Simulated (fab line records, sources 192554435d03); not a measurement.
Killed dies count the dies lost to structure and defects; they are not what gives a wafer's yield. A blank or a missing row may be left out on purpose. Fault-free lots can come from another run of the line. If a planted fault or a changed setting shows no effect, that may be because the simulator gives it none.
One fault through the eyes of 2 desks :: flow n5_finfet :: what lay behind the numbers comes last; until then each desk has only its own

== THE DEFECT DESK ==
Lot by lot, what the route's inspections counted, given as the mean of those sampled wafers with a number. If a lot's mean is further than 4 standard deviations from the usual mean, the lot is out of limits and carries the mark OUT (the distance appears in the brackets).
Columns: A = raw_defect_count at N5_BEOL_M15_INSPECT_30, usual 2.1
lot: L831
first seen here: day 12 13:20
A: 0.7

lot: L833
first seen here: day 12 20:07
A: 1.3

lot: L832
first seen here: day 12 20:17
A: 2.7

lot: L836
first seen here: day 13 05:52
A: 2.0

lot: L834
first seen here: day 13 10:43
A: 0.3

lot: L835
first seen here: day 13 13:09
A: 1.7

lot: L837
first seen here: day 14 02:14
A: 2.5

lot: L843
first seen here: day 15 00:01
A: 3.0

lot: L845
first seen here: day 16 05:39
A: 3.3

lot: L848
first seen here: day 16 16:40
A: 1.3

lot: L851
first seen here: day 18 19:20
A: 3.0
Finding of this desk: none of the 11 lots has anything out of limits.

== THE TOOL OWNER'S DESK: pvd_sputter-02 ==
The tool's own readings at N5_BEOL_M15_SPUTTER_44 (material Ta, target thk 15 nm, time 24.19 s): means of the sampled wafers that have a number, for each lot that ran on this tool. If a lot's mean is further than 4 standard deviations from the usual mean, the lot is out of limits and carries the mark OUT (the distance appears in the brackets).
Columns: A = substrate_temp_c at N5_BEOL_M15_SPUTTER_44, usual 49.99 C; B = susceptor_temp_C at N5_BEOL_M15_SPUTTER_44, usual 49.99 C; C = throttle_valve_pct at N5_BEOL_M15_SPUTTER_44, usual 30.3 %
lot: L833
first seen here: day 12 21:27
A: 49.97
B: 50.08
C: 30.0

lot: L832
first seen here: day 12 23:49
A: 49.98
B: 49.92
C: 30.1

lot: L837
first seen here: day 14 04:56
A: 50.14
B: 49.95
C: 30.4

lot: L843
first seen here: day 15 02:16
A: 49.89
B: 50.01
C: 29.6

lot: L851
first seen here: day 18 22:08
A: 50.02
B: 49.92
C: 29.7
Finding of this desk: none of the 5 lots has anything out of limits.

== ALL TOGETHER ==
No out-of-limits result turned up at the defect desk.
Nothing out of limits was seen by the tool owner's desk.

== WHAT HAD BEEN PUT IN BY THE SIMULATOR ==
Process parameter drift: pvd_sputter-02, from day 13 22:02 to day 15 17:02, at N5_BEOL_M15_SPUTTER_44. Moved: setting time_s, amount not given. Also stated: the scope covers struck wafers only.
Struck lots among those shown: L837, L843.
